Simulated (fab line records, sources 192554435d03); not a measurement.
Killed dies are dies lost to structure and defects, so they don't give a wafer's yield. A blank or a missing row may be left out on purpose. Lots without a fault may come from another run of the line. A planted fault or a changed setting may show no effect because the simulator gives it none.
fab line records | flow n5_finfet | part 2 of 2: steps 26 to 35 of 35
record lots=5 wafers=15 last_day=17
route steps=1938 shown BEOL_M2@903 BEOL_M3@931
lots that met no fault: from a run of the same line without faults
start_h: hours from the record's first day to the start of the lot's first wafer shown | wait_h: hours since the lot's step before | " the same as in the row above | L1.1+2: a row that stands for several wafers | - no value, or no start given | * or withheld: withheld | < > ~ a bound
route shown NAME@n: a module of which the file shows steps, and the number in the route of the first | usual: mean/standard deviation of fault-free wafers | same: alike in all rows | chamber/n: place in a boat | sites: the reading at each site | _std_site: their standard deviation | _edge_site: outer sites' mean less inner sites' | radius_mm: how far each site lies from the wafer's centre | mask NAME#n: copy n | behind: the tool/chamber that last shaped the wafer | hold: why the lot was held/for how many hours/how that ended | device: the transistor (n, p or np) that didn't switch | end of line: the same wafers' tests at the end of the route | a step without rows: its recipe alone | killed: dies lost to structure and defects at the first sort, not the wafer's yield | map: a wafer's dies, x killed, . not, _ none there
set.NAME: the setting as run; set.NAME@STEP: as run at that earlier step | model.NAME: the simulator's own value behind a step, which no gauge read
lots at some steps of the route; a table a step, a row a wafer
services: from which hour (start_h, from the record's first day; less than 0 if before it) a tool's chamber was out of use, for how many hours, and why
## steps
# step N5_BEOL_M2_DEP_57
# recipe material=SiCN target_thk_a=80 temp_c=withheld precursor=3MS/NH3 pressure_torr=3 rf_w=202 time_s=14
# usual rf_fwd_power_W=200.0/0.65 showerhead_plenum_p_Torr=3.671/0.015 throttle_valve_pct=8.9/0.32
# columns lot.wafer tool chamber start_h wait_h rf_fwd_power_W showerhead_plenum_p_Torr throttle_valve_pct
L075.3 pecvd-03 2 148.46 0.0 199.5 3.655 8.8
L075.5 " 0 " " 200.4 3.693 8.8
L075.6 " 2 " " 200.2 3.664 9.1
L083.3 pecvd-01 0 193.19 0.0 199.0 3.647 9.4
L083.4 " 0 " " 199.6 3.663 9.3
L083.5 " 2 " " 200.6 3.688 8.9
L089.2 pecvd-03 1 240.31 0.0 200.8 3.668 9.1
L089.3 " 0 " " 199.4 3.693 8.8
L089.5 " 2 " " 199.3 3.662 8.9
L091.1 pecvd-03 1 248.09 0.0 199.6 3.668 9.0
L091.2 " 2 " " 201.0 3.649 9.0
L091.5 " 0 " " 199.0 3.685 8.7
L097.1 pecvd-02 1 278.58 0.0 200.2 3.661 8.5
L097.2 " 0 " " 200.1 3.689 9.0
L097.5 " 0 " " 199.8 3.693 9.2
# step N5_BEOL_M2_RS_MEAS_58
# recipe thk_meas_gauge=four-point-probe reads=Co_of_BEOL_M2_CO_CAP_55+Cu_of_BEOL_M2_ECD_50+Co_of_BEOL_M2_CVD_47+TaN_of_BEOL_M2_ALD_84
# usual M2_RS=0.661/0.026
# columns lot.wafer tool chamber start_h wait_h M2_RS[ohm/sq]
L075.3 film_metro-01 - 148.52 0.1 0.680
L075.5 " - " " 0.747
L075.6 " - " " 0.712
L083.3 film_metro-02 - 193.26 0.1 0.673
L083.4 " - " " 0.658
L083.5 " - " " 0.698
L089.2 film_metro-02 - 240.38 0.1 0.659
L089.3 " - " " 0.658
L089.5 " - " " 0.665
L091.1 film_metro-01 - 248.16 0.0 0.651
L091.2 " - " " 0.675
L091.5 " - " " 0.647
L097.1 film_metro-02 - 278.65 0.1 0.632
L097.2 " - " " 0.670
L097.5 " - " " 0.701
# step N5_BEOL_M2_INSPECT_59
# recipe inspect_instrument=darkfield mode=post_dep
# usual raw_defect_count=74/25
# columns lot.wafer tool chamber start_h wait_h raw_defect_count
L075.3 defect_inspect-01 - 148.55 0.0 51
L075.5 " - " " 78
L075.6 " - " " 126
L083.3 defect_inspect-01 - 193.29 0.0 58
L083.4 " - " " 63
L083.5 " - " " 134
L089.2 defect_inspect-01 - 240.41 0.0 50
L089.3 " - " " 70
L089.5 " - " " 96
L091.1 defect_inspect-02 - 248.18 0.0 63
L091.2 " - " " 46
L091.5 " - " " 50
L097.1 defect_inspect-02 - 278.67 0.0 91
L097.2 " - " " 49
L097.5 " - " " 122
# step N5_BEOL_M3_ILD_DEP_00
# recipe material=SiOC target_thk_a=790 temp_c=350 precursor=DEMS/O2 pressure_torr=5 rf_w=500 time_s=15.3
# usual heater_power_outer_w=248/44 heater_power_w=467/65 rf_fwd_power_W=494.3/1.7 showerhead_plenum_p_Torr=5.698/0.017 throttle_valve_pct=12.0/0.61
# columns lot.wafer tool chamber start_h wait_h heater_power_outer_w heater_power_w rf_fwd_power_W showerhead_plenum_p_Torr throttle_valve_pct
L075.3 pecvd-04 0 148.58 0.0 203 407 498.3 5.696 12.1
L075.5 " 1 " " 200 406 491.6 5.686 12.9
L075.6 " 0 " " 205 408 496.6 5.692 12.2
L083.3 pecvd-01 0 193.32 0.0 264 479 494.9 5.693 12.3
L083.4 " 0 " " 270 467 493.3 5.673 12.3
L083.5 " 2 " " 326 547 494.7 5.712 11.7
L089.2 pecvd-02 0 240.44 0.0 315 570 494.2 5.726 12.1
L089.3 " 1 " " 298 517 497.5 5.697 11.6
L089.5 " 2 " " 279 577 493.5 5.688 11.1
L091.1 pecvd-04 2 248.22 0.0 281 475 493.9 5.718 12.1
L091.2 " 0 " " 187 386 495.5 5.700 12.4
L091.5 " 0 " " 188 386 498.9 5.694 12.3
L097.1 pecvd-04 0 278.71 0.0 222 432 496.0 5.712 12.1
L097.2 " 1 " " 216 416 492.2 5.685 13.0
L097.5 " 1 " " 220 426 491.2 5.686 12.8
# step N5_BEOL_M3_THK_MEAS_01
# recipe reads=SiOC_of_BEOL_M3_ILD_DEP_00
# usual M3_ILD_THK=79.2/1
# columns lot.wafer tool chamber start_h wait_h M3_ILD_THK[nm]
L075.3 film_metro-01 - 148.65 0.1 79.1
L075.5 " - " " 79.2
L075.6 " - " " 80.5
L083.3 film_metro-02 - 193.39 0.1 78.3
L083.4 " - " " 78.8
L083.5 " - " " 78.9
L089.2 film_metro-01 - 240.51 0.1 78.9
L089.3 " - " " 78.6
L089.5 " - " " 79.3
L091.1 film_metro-02 - 248.29 0.0 79.9
L091.2 " - " " 80.1
L091.5 " - " " 81.1
L097.1 film_metro-02 - 278.78 0.0 78.0
L097.2 " - " " 77.3
L097.5 " - " " 79.0
# step N5_BEOL_M3_PECVD_72
# recipe material=SiO2 target_thk_a=160 temp_c=400 precursor=TEOS/O2 pressure_torr=5.5 rf_w=450 teos_flow_sccm=53.8 gas=O2 flow_sccm=3000 time_s=18
# usual heater_power_outer_w=432/56 heater_power_w=720/70 rf_fwd_power_W=444.9/1.3 showerhead_plenum_p_Torr=8.81/0.067 throttle_valve_pct=22.2/0.95
# columns lot.wafer tool chamber start_h wait_h heater_power_outer_w heater_power_w rf_fwd_power_W showerhead_plenum_p_Torr throttle_valve_pct
L075.3 pecvd-01 0 148.69 0.0 440 702 444.5 8.77 23.0
L075.5 " 2 " " 518 791 444.1 8.91 21.8
L075.6 " 1 " " 416 713 444.8 8.84 22.2
L083.3 pecvd-01 1 193.43 0.0 440 738 444.6 8.83 22.2
L083.4 " 2 " " 525 815 443.1 8.90 21.9
L083.5 " 0 " " 384 627 445.2 8.76 23.4
L089.2 pecvd-01 1 240.55 0.0 347 622 446.8 8.83 22.4
L089.3 " 0 " " 487 772 445.8 8.75 23.5
L089.5 " 0 " " 493 753 443.3 8.76 23.5
L091.1 pecvd-02 2 248.33 0.0 381 742 444.4 8.79 20.5
L091.2 " 1 " " 483 768 444.9 8.76 21.8
L091.5 " 1 " " 477 738 445.3 8.75 21.4
L097.1 pecvd-02 2 278.82 0.0 451 837 443.9 8.78 20.7
L097.2 " 0 " " 509 858 444.1 8.91 22.6
L097.5 " 2 " " 481 833 443.4 8.76 20.9
# step N5_BEOL_M3_HM_DEP_02
# recipe material=TiN target_thk_a=200 temp_c=25 chamber_pressure_pa=0.49996
# usual throttle_valve_pct=29.4/0.95
# columns lot.wafer tool chamber start_h wait_h throttle_valve_pct
L075.3 pvd_sputter-01 - 150.40 1.7 31.4
L075.5 " - " " 29.8
L075.6 " - " " 31.6
L083.3 pvd_sputter-01 - 193.81 0.4 27.8
L083.4 " - " " 31.4
L083.5 " - " " 31.8
L089.2 pvd_sputter-01 - 243.21 2.6 28.6
L089.3 " - " " 31.5
L089.5 " - " " 28.1
L091.1 pvd_sputter-03 - 248.70 0.4 29.0
L091.2 " - " " 29.4
L091.5 " - " " 28.9
L097.1 pvd_sputter-03 - 281.35 2.5 29.4
L097.2 " - " " 29.1
L097.5 " - " " 29.4
# step N5_BEOL_M3_COAT_61
# recipe resist=SOC temp_c=250 time_s=60 spin_rpm=1500 resist_thk_nm=60
# columns lot.wafer tool chamber start_h wait_h
L075.3+5+6 litho_track-03 0 150.52 0.1
L083.3+4+5 litho_track-03 0 193.94 0.1
L089.2+3+5 litho_track-03 0 243.34 0.1
L091.1+2+5 litho_track-02 0 248.83 0.1
L097.1+2+5 litho_track-02 0 281.48 0.1
# step N5_BEOL_M3_COAT_62
# recipe resist=SiARC temp_c=220 time_s=60 spin_rpm=1500 resist_thk_nm=12
# columns lot.wafer tool chamber start_h wait_h
L075.3+5+6 litho_track-03 0 - -
L083.3+4+5 litho_track-03 0 - -
L089.2+3+5 litho_track-03 0 - -
L091.1+2+5 litho_track-02 0 - -
L097.1+2+5 litho_track-02 0 - -
# step N5_BEOL_M3_COAT_73
# recipe resist=underlayer temp_c=205 time_s=60 spin_rpm=1500 resist_thk_nm=5
# columns lot.wafer tool chamber start_h wait_h
L075.3+5+6 litho_track-03 0 - -
L083.3+4+5 litho_track-03 0 - -
L089.2+3+5 litho_track-03 0 - -
L091.1+2+5 litho_track-02 0 - -
L097.1+2+5 litho_track-02 0 - -
## services
# columns tool chamber start_h hours kind
cmp-01 - 122.32 0.2 repair
pecvd-02 1 130.79 14.1 repair
cmp-03 - 139.74 4.0 pm
ecd_cu-02 - 146.93 1.7 repair
cmp-04 - 147.90 5.3 pm
cvd_co-01 - 148.84 0.6 repair
cmp-04 - 154.33 19.0 pm
pecvd-03 - 158.28 0.6 repair
pecvd-02 0 159.04 18.5 repair
pecvd-01 0 166.46 2.1 scheduled_down
cmp-01 - 171.22 0.3 repair
ecd_cu-01 - 178.01 1.0 repair
pecvd-01 - 187.97 2.8 pm
pecvd-03 1 189.22 5.5 scheduled_down
cmp-04 - 191.17 5.9 repair
pecvd-01 2 202.38 - clean
pecvd-01 2 202.38 - consumable_replace:showerhead
pecvd-01 2 202.38 29.0 scheduled_down
cmp-04 - 214.02 4.0 pm
cmp-01 - 229.66 4.0 pm
cvd_co-02 - 240.62 0.5 repair
cmp-04 - 243.72 28.0 repair
ecd_cu-02 - 255.17 0.2 repair
cvd_co-01 - 262.89 14.6 pm
